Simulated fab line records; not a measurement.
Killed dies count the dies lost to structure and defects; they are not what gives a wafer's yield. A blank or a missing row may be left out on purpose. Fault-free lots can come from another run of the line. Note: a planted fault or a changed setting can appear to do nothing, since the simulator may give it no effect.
fab line records    flow nandHarc
record: lots: 15  wafers: 45  lastDay: 24
route steps=1159 shown A_CONTACT@940
lots that met no fault: taken from a fault-free run of the same line
startH: the number of hours between the record's first day and the start of the first shown wafer of the lot    waitH: time in hours since the lot's previous step    " repeats the value in the row above    L1.1+2: several wafers, shown together as one row    - no value, or no start was given    * or withheld: withheld    < > ~ a bound
route shown NAME@n: NAME is a module with steps in the file, n the number in the route of the first one    usual: mean and standard deviation over wafers with no fault    same: alike in all rows    chamber/n: place in a boat    sites: readings site by site    _std_site: how widely they spread, as a standard deviation    _edge_site: inner sites' mean taken away from outer sites' mean    radiusMm: how far each site lies from the wafer's centre    mask NAME#n: copy n    behind: tool/chamber where the wafer was last shaped    hold: reason for holding the lot/hours on hold/outcome of the hold    device: the transistor (n, p or np) that didn't switch    end of line: the same wafers' tests at the end of the route    a step given without rows: its recipe and nothing more    killed: not the wafer's yield, but the dies lost to structure and defects at the first sort    map: dies across one wafer; x = killed, . = not, _ = none there
set.NAME: the setting the step ran with; set.NAME@STEP: the setting that earlier step ran with    model.NAME: the simulator's own value behind a step, which no gauge read
the route's steps for a sample of lots (tables are steps, rows are wafers)
services: the hour from which a tool's chamber was out of use, counted from the record's first day as startH (under 0 if before that day), plus the number of hours and why
== steps ==
step: NHARC_A_CONTACT_ETCH_89
recipe: targetDepthA: 2600  overEtchFrac: 0.3  timeS: 475.3  ionEnergyEv: 200  n2FlowSccm: 150  h2FlowSccm: 150  arFlowSccm: 0  rfW: 400  biasW: 150  chemistry: N2/H2
usual: biasW: 150.0/0.46  chamberPressureMTorr: 30.001/0.024  drypumpMotorCurrentA: 5.6/0.46  h2FlowSccm: 150.0/0.44  oesProductAu: 1.000/0.0093  rfVppV: 430/3  showerheadPlenumPTorr: 2.04/0.11  throttleValvePct: 14.172/0.0084
lot.wafer  tool        chamber  startH  waitH  biasW  chamberPressureMTorr  drypumpMotorCurrentA  h2FlowSccm  oesProductAu  rfHoursCounterH  rfVppV  showerheadPlenumPTorr  throttleValvePct
L679.3     rieDiel-01  1        -       -      149.8  30.009                6.1                   150.1       0.993         15               428     1.93                   14.176
L679.2     "           0        "       "      150.1  29.998                5.7                   150.0       1.003         17               434     2.21                   14.160
L679.5     "           0        "       "      150.0  30.003                5.7                   150.5       1.013         -                434     2.21                   14.170
L680.4     rieDiel-09  0        -       -      150.3  29.992                6.4                   149.7       0.989         55               432     2.08                   14.160
L680.2     "           1        "       "      150.7  29.987                5.0                   150.5       1.009         53               426     1.89                   14.172
L680.5     "           3        "       "      150.5  29.978                5.6                   150.3       1.004         -                432     2.13                   14.155
L681.2     rieDiel-01  0        -       -      149.7  29.974                5.7                   149.5       1.009         19               435     2.21                   14.171
L681.6     "           0        "       "      149.7  29.983                5.7                   150.0       0.994         -                437     2.21                   14.168
L681.5     "           3        "       "      148.7  29.962                6.2                   149.7       1.002         -                430     2.01                   14.178
L682.3     rieDiel-01  1        -       -      149.9  30.048                6.1                   149.5       0.993         18               428     1.93                   14.173
L682.4     "           3        "       "      148.7  29.976                6.2                   150.0       1.002         21               430     2.01                   14.178
L682.5     "           1        "       "      149.7  29.990                6.0                   149.8       0.996         -                427     1.93                   14.177
L688.4     rieDiel-01  1        -       -      149.9  30.003                6.0                   150.5       1.005         26               427     1.92                   14.164
L688.3     "           0        "       "      150.0  30.015                5.7                   149.8       0.999         27               436     2.21                   14.178
L688.6     "           2        "       "      150.4  29.999                5.6                   150.9       0.994         -                428     1.99                   14.169
L686.3     rieDiel-01  0        -       -      150.4  29.999                5.7                   149.9       0.990         28               435     2.21                   14.176
L686.5     "           3        "       "      150.2  29.991                6.2                   149.9       0.997         -                429     2.00                   14.163
L686.6     "           0        "       "      150.2  29.934                5.7                   150.6       1.000         -                436     2.21                   14.185
L685.1     rieDiel-03  3        -       -      150.8  30.043                5.3                   149.9       0.983         17               425     1.89                   14.174
L685.4     "           0        "       "      150.0  29.993                5.8                   149.8       0.989         9                431     2.07                   14.165
L685.6     "           3        "       "      149.9  30.002                5.3                   150.2       0.991         -                426     1.89                   14.178
L690.1     rieDiel-03  2        -       -      150.0  30.037                5.2                   149.5       1.001         22               434     2.16                   14.185
L690.3     "           3        "       "      150.6  29.965                5.3                   150.0       1.000         20               426     1.89                   14.191
L690.2     "           0        "       "      150.0  30.000                5.7                   150.0       0.986         13               432     2.07                   14.161
L689.2     rieDiel-09  0        -       -      149.8  30.012                6.4                   149.5       1.008         10               431     2.07                   14.166
L689.4     "           3        "       "      149.6  30.005                5.6                   150.8       1.007         11               434     2.13                   14.166
L689.5     "           1        "       "      150.5  29.993                5.0                   149.7       1.002         -                424     1.89                   14.185
L692.3     rieDiel-01  0        -       -      150.0  29.985                5.7                   149.3       0.985         34               435     2.21                   14.166
L692.6     "           0        "       "      149.4  29.988                5.7                   150.4       0.992         -                435     2.21                   14.161
L692.4     "           1        "       "      149.6  29.992                6.0                   150.3       0.987         -                428     1.92                   14.166
L693.2     rieDiel-03  3        -       -      151.0  30.000                5.3                   150.1       1.007         31               425     1.88                   14.168
L693.4     "           1        "       "      150.0  29.958                4.7                   149.5       1.018         40               433     2.11                   14.178
L693.6     "           2        "       "      150.6  30.017                5.2                   150.2       1.010         -                433     2.16                   14.174
L694.1     rieDiel-09  1        -       -      150.8  29.982                5.0                   150.5       1.001         20               427     1.88                   14.167
L694.2     "           2        "       "      150.7  29.965                5.6                   149.7       0.998         19               431     2.08                   14.175
L694.5     "           1        "       "      150.2  29.995                5.1                   149.8       1.007         -                427     1.88                   14.162
L698.2     rieDiel-03  1        -       -      150.3  29.990                4.8                   150.3       1.006         48               431     2.11                   14.162
L698.5     "           0        "       "      150.7  30.021                5.8                   150.0       0.983         -                429     2.06                   14.171
L698.6     "           1        "       "      149.7  30.018                4.7                   149.8       1.020         -                431     2.11                   14.171
L699.3     rieDiel-01  2        -       -      149.8  29.947                5.6                   150.6       0.991         5                430     1.98                   14.162
L699.1     "           3        "       "      150.1  30.000                6.2                   149.6       0.989         6                429     2.00                   14.167
L699.5     "           3        "       "      150.3  29.998                6.2                   150.1       0.979         -                431     2.00                   14.173
L700.2     rieDiel-01  1        -       -      149.3  30.046                6.1                   149.8       0.976         7                426     1.92                   14.177
L700.1     "           2        "       "      149.4  30.017                5.6                   149.0       0.996         6                429     1.98                   14.161
L700.5     "           0        "       "      150.5  30.060                5.7                   149.3       0.996         -                434     2.20                   14.186
step: NHARC_A_CONTACT_ETCH_139
recipe: sourceW: withheld  pressureMtorr: 20  biasV: 400  timeS: 137  targetDepthA: 5900  arFlowSccm: withheld  c4f8FlowSccm: 11.5  o2FlowSccm: 7.2  chemistry: C4F8/O2/Ar
usual: chamberPressureMTorr: 20.001/0.018  oesAirLineAu: 1.000/0.019
lot.wafer  tool           chamber  startH  waitH  chamberPressureMTorr  oesAirLineAu  rfHoursCounterH
L679.2     harCapEtch-01  0        402.51  0.1    20.022                0.967         62
L679.3     "              0        "       "      20.008                0.996         -
L679.5     "              1        "       "      19.971                0.982         -
L680.2     harCapEtch-03  1        403.59  0.1    20.001                0.971         88
L680.4     "              1        "       "      19.986                1.001         -
L680.5     "              0        "       "      19.985                0.989         -
L681.2     harCapEtch-02  1        414.89  0.1    19.992                0.987         18
L681.5     "              1        "       "      20.009                0.980         -
L681.6     "              0        "       "      20.017                0.993         -
L682.3     harCapEtch-02  0        419.82  0.1    20.017                0.998         -
L682.4     "              1        "       "      19.973                0.998         -
L682.5     "              0        "       "      19.997                0.988         -
L688.4     harCapEtch-01  1        452.56  0.1    20.014                1.000         -
L688.3     "              0        "       "      20.026                0.982         -
L688.6     "              0        "       "      20.004                0.986         -
L686.3     harCapEtch-03  0        453.54  0.2    19.946                0.995         -
L686.5     "              1        "       "      19.989                1.007         -
L686.6     "              0        "       "      20.035                0.986         -
L685.1     harCapEtch-02  1        453.87  0.1    20.005                1.057         26
L685.4     "              1        "       "      19.990                1.030         -
L685.6     "              0        "       "      20.034                0.997         -
L690.2     harCapEtch-02  0        465.78  0.1    19.992                1.016         26
L690.1     "              1        "       "      20.023                0.979         26
L690.3     "              0        "       "      20.016                1.000         -
L689.2     harCapEtch-02  0        467.83  0.1    20.013                0.992         27
L689.4     "              1        "       "      19.997                0.999         -
L689.5     "              0        "       "      20.011                1.000         -
L692.3     harCapEtch-02  0        481.50  0.1    19.969                0.991         -
L692.4     "              1        "       "      20.008                0.987         -
L692.6     "              0        "       "      20.003                1.001         -
L693.2     harCapEtch-01  1        494.06  0.1    19.997                0.956         78
L693.4     "              0        "       "      20.020                0.994         -
L693.6     "              1        "       "      19.991                0.972         -
L694.2     harCapEtch-02  0        494.31  0.1    19.981                0.997         31
L694.1     "              1        "       "      19.977                1.010         31
L694.5     "              1        "       "      20.036                1.013         -
L698.2     harCapEtch-01  0        518.81  0.1    19.999                0.967         84
L698.5     "              0        "       "      20.022                1.018         -
L698.6     "              1        "       "      19.981                1.024         -
L699.1     harCapEtch-01  1        526.52  0.1    20.008                1.046         85
L699.3     "              0        "       "      20.026                0.982         -
L699.5     "              0        "       "      20.005                0.972         -
L700.1     harCapEtch-02  0        531.21  0.1    20.002                0.995         39
L700.2     "              1        "       "      19.990                1.000         39
L700.5     "              0        "       "      19.974                0.994         -
step: NHARC_A_CONTACT_ETCH_98
recipe: targetDepthA: 200  overEtchFrac: 0.5  timeS: 10  ionEnergyEv: 250  c4f6FlowSccm: 25  o2FlowSccm: 20  arFlowSccm: 500  rfW: 600  biasW: 500  chemistry: C4F6/O2
usual: biasW: 500.0/1.5  c4f6FlowSccm: 25.00/0.072  drypumpMotorCurrentA: 5.7/0.43  o2FlowSccm: 20.00/0.059  oesProductAu: 0.958/0.022  rfVppV: 547/3.7  showerheadPlenumPTorr: 3.92/0.18  throttleValvePct: 26.902/0.0098
lot.wafer  tool        chamber  startH  waitH  biasW  c4f6FlowSccm  drypumpMotorCurrentA  o2FlowSccm  oesProductAu  rfHoursCounterH  rfVppV  showerheadPlenumPTorr  throttleValvePct
L679.3     rieDiel-09  1        403.01  -      500.6  25.08         5.0                   19.91       0.939         54               541     3.67                   26.907
L679.2     "           2        "       "      499.3  24.99         5.6                   20.05       0.943         57               548     4.01                   26.909
L679.5     "           0        "       "      501.9  24.95         6.4                   20.00       0.923         -                547     3.99                   26.915
L680.2     rieDiel-01  0        404.17  0.1    500.8  25.19         5.7                   19.91       0.997         18               552     4.22                   26.922
L680.4     "           3        "       "      497.9  24.99         6.2                   20.00       1.000         -                545     3.87                   26.905
L680.5     "           0        "       "      500.7  25.06         5.7                   19.91       1.006         -                553     4.22                   26.887
L681.2     rieDiel-01  2        415.44  -      497.3  25.08         5.6                   20.04       0.985         13               545     3.84                   26.900
L681.6     "           2        "       "      500.2  25.04         5.6                   20.14       0.983         -                544     3.84                   26.903
L681.5     "           3        "       "      498.9  24.97         6.2                   20.02       0.959         -                547     3.87                   26.882
L682.4     rieDiel-01  3        420.28  -      502.2  25.04         6.2                   20.02       0.955         22               546     3.86                   26.895
L682.3     "           0        "       "      498.7  24.99         5.7                   20.10       0.943         21               552     4.21                   26.908
L682.5     "           2        "       "      499.1  25.06         5.6                   19.97       0.956         -                546     3.84                   26.886
L688.4     rieDiel-09  1        453.03  -      499.1  25.10         5.0                   19.94       1.016         4                541     3.66                   26.895
L688.3     "           2        "       "      501.1  25.01         5.6                   20.13       0.999         5                548     4.00                   26.906
L688.6     "           1        "       "      497.8  24.95         5.0                   19.91       1.014         -                542     3.66                   26.889
L686.3     rieDiel-03  3        453.97  -      502.6  25.06         5.3                   19.96       0.928         17               542     3.66                   26.919
L686.5     "           1        "       "      501.4  25.12         4.7                   19.97       0.962         -                551     4.05                   26.903
L686.6     "           2        "       "      498.3  24.95         5.1                   20.04       0.950         -                550     4.14                   26.882
L685.4     rieDiel-01  3        454.37  -      500.2  24.90         6.2                   19.97       0.943         30               546     3.86                   26.913
L685.1     "           0        "       "      501.9  24.99         5.7                   20.08       0.946         28               554     4.21                   26.890
L685.6     "           3        "       "      500.6  25.00         6.2                   20.04       0.949         -                546     3.86                   26.913
L690.2     rieDiel-09  2        466.93  0.5    503.2  24.83         5.7                   19.97       0.973         10               548     4.00                   26.925
L690.3     "           3        "       "      501.2  24.90         5.6                   20.05       1.000         11               550     4.07                   26.906
L690.1     "           1        "       "      500.8  24.94         5.0                   19.99       0.993         9                540     3.66                   26.903
L689.2     rieDiel-01  1        468.34  -      498.0  24.95         6.1                   19.94       0.965         29               544     3.72                   26.901
L689.4     "           3        "       "      498.4  25.05         6.2                   19.95       0.945         32               546     3.86                   26.912
L689.5     "           2        "       "      501.0  25.01         5.6                   20.03       0.949         -                544     3.83                   26.902
L692.3     rieDiel-03  2        481.97  -      -      -             -                     -           -             -                -       -                      -
L692.4     "           3        "       "      -      -             -                     -           -             -                -       -                      -
L692.6     "           0        "       "      -      -             -                     -           -             -                -       -                      -
L693.2     rieDiel-03  2        494.67  -      -      -             -                     -           -             -                -       -                      -
L693.4     "           0        "       "      -      -             -                     -           -             -                -       -                      -
L693.6     "           2        "       "      -      -             -                     -           -             -                -       -                      -
L694.1     rieDiel-09  0        494.88  -      -      -             -                     -           -             -                -       -                      -
L694.2     "           3        "       "      -      -             -                     -           -             -                -       -                      -
L694.5     "           1        "       "      -      -             -                     -           -             -                -       -                      -
L698.2     rieDiel-01  0        519.37  -      503.1  24.94         5.7                   20.02       0.995         4                552     4.20                   26.903
L698.6     "           2        "       "      501.7  25.19         5.6                   20.02       0.993         -                546     3.83                   26.892
L698.5     "           3        "       "      498.8  24.98         6.2                   20.04       0.995         -                549     3.85                   26.886
L699.1     rieDiel-01  0        527.10  -      499.8  24.96         5.7                   19.97       0.934         7                553     4.20                   26.913
L699.3     "           2        "       "      498.6  24.95         5.6                   19.96       0.961         6                546     3.82                   26.921
L699.5     "           3        "       "      502.4  24.99         6.2                   19.95       0.935         -                543     3.85                   26.898
L700.2     rieDiel-09  1        531.75  -      501.8  25.01         5.0                   19.96       0.965         37               541     3.65                   26.904
L700.1     "           2        "       "      499.6  24.87         5.6                   20.08       0.955         36               548     3.98                   26.895
L700.5     "           1        "       "      499.7  25.04         5.0                   20.09       0.969         -                540     3.65                   26.899
step: NHARC_A_CONTACT_ALD_18
recipe: targetThkA: 30  pulseTimeS: 1  aldCycles: 150  tempC: 450  material: TiN
usual: heaterPowerW: 1061/87  precursorPulseHeightRel: 0.999/0.023
lot.wafer  tool         chamber  startH  waitH  heaterPowerW  precursorPulseHeightRel
L679.3     aldMetal-01  2        404.32  -      1145          0.983
L679.2     "            3        "       "      1035          0.963
L679.5     "            1        "       "      1086          0.992
L680.2     aldMetal-02  1        405.31  -      1123          1.009
L680.4     "            3        "       "      1154          1.016
L680.5     "            1        "       "      1105          0.992
L681.2     aldMetal-04  3        416.55  -      1065          0.969
L681.5     "            2        "       "      1061          0.986
L681.6     "            3        "       "      1055          0.988
L682.3     aldMetal-01  2        421.30  -      1132          1.000
L682.4     "            3        "       "      1059          1.003
L682.5     "            2        "       "      1133          0.980
L688.3     aldMetal-01  3        454.15  -      1042          0.990
L688.4     "            1        "       "      1089          0.966
L688.6     "            0        "       "      1162          0.975
L686.3     aldMetal-01  1        454.98  -      1069          0.982
L686.6     "            1        "       "      1081          1.016
L686.5     "            0        "       "      1143          0.982
L685.4     aldMetal-02  3        455.49  -      1177          0.993
L685.1     "            0        "       "      955           1.015
L685.6     "            2        "       "      883           1.015
L690.2     aldMetal-01  2        468.38  -      1125          1.011
L690.3     "            3        "       "      1005          1.001
L690.1     "            0        "       "      1138          0.978
L689.2     aldMetal-04  2        469.46  -      1076          1.016
L689.4     "            0        "       "      1138          1.032
L689.5     "            1        "       "      932           1.010
L692.3     aldMetal-02  2        483.00  -      902           0.975
L692.4     "            0        "       "      932           1.019
L692.6     "            1        "       "      1137          0.969
L694.2     aldMetal-04  1        496.03  -      980           0.985
L694.1     "            0        "       "      1097          1.019
L694.5     "            0        "       "      1117          1.033
L693.2     aldMetal-02  3        496.07  -      1173          1.012
L693.4     "            1        "       "      1127          0.987
L693.6     "            3        "       "      1153          1.024
L698.2     aldMetal-01  1        520.50  -      1069          0.958
L698.5     "            0        "       "      1153          1.004
L698.6     "            1        "       "      1118          0.994
L699.3     aldMetal-01  0        528.25  -      1178          1.054
L699.1     "            3        "       "      1018          0.992
L699.5     "            0        "       "      1202          0.933
L700.2     aldMetal-02  2        532.82  -      855           1.045
L700.1     "            0        "       "      944           1.024
L700.5     "            3        "       "      1170          0.977
== services ==
tool         chamber  startH  hours  kind
rieDiel-01   2        381.19  32.8   repair
rieDiel-01   1        383.76  2.5    repair
rieDiel-03   -        392.34  9.0    pm
rieDiel-01   0        397.35  -      clean
rieDiel-01   1        397.35  -      clean
rieDiel-01   3        397.35  -      clean
aldMetal-04  -        406.00  10.0   pm
rieDiel-03   2        408.24  2.8    repair
rieDiel-01   0        421.93  -      clean
rieDiel-01   0        424.13  5.2    repair
rieDiel-09   -        432.52  9.0    pm
aldMetal-01  1        437.14  5.4    repair
aldMetal-01  2        445.63  12.1   repair
aldMetal-04  1        448.65  3.8    repair
aldMetal-01  -        458.00  10.0   pm
rieDiel-01   -        465.79  1.9    repair
aldMetal-04  3        479.88  30.5   repair
aldMetal-04  -        488.95  1.2    repair
rieDiel-01   -        491.84  9.0    pm
aldMetal-04  2        494.65  5.9    repair
aldMetal-01  -        497.90  0.2    repair
rieDiel-03   2        513.89  7.6    repair
rieDiel-09   3        514.81  12.1   repair
rieDiel-01   -        515.86  0.1    repair
== key ==
firstSign: step: NHARC_A_CONTACT_ETCH_98  reading: toolRecord  direction: missing
effect none on later readings
metAt NHARC_A_CONTACT_ETCH_98
struckLots L692,L693,L694
laterRowsLeftOut L692.3,L692.4,L692.6,L693.2,L693.4,L693.6,L694.1,L694.2,L694.5
sortLeftOut L692.3,L692.4,L692.6,L693.2,L693.4,L693.6,L694.1,L694.2,L694.5
testerLeftOut L692,L693,L694
notActingAt NHARC_A_CONTACT_ETCH_89,NHARC_A_CONTACT_ETCH_139,NHARC_A_CONTACT_ALD_18
onsetBetween 466.93 481.97
fault: kind: skippedStepWhole  tool: rieDiel-03,rieDiel-09  chamber: -  onsetH: 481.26  steps: NHARC_A_CONTACT_ETCH_98  scope: struckLotsOnly
testerLeftOut: of these lots the tester's yield and bins aren't shown, on N5 and GAA mostly nor the transistor test; their killed dies are dies lost to structure and defects alone, not to doping, threshold or leakage, so they don't give the yield
sortLeftOut: the simulated sort isn't trusted on such a fault, so these wafers' sort isn't shown, and their yield isn't known
laterRowsLeftOut: the simulator's readings of these wafers behind a module that went badly wrong aren't trusted and aren't shown, but for the sort
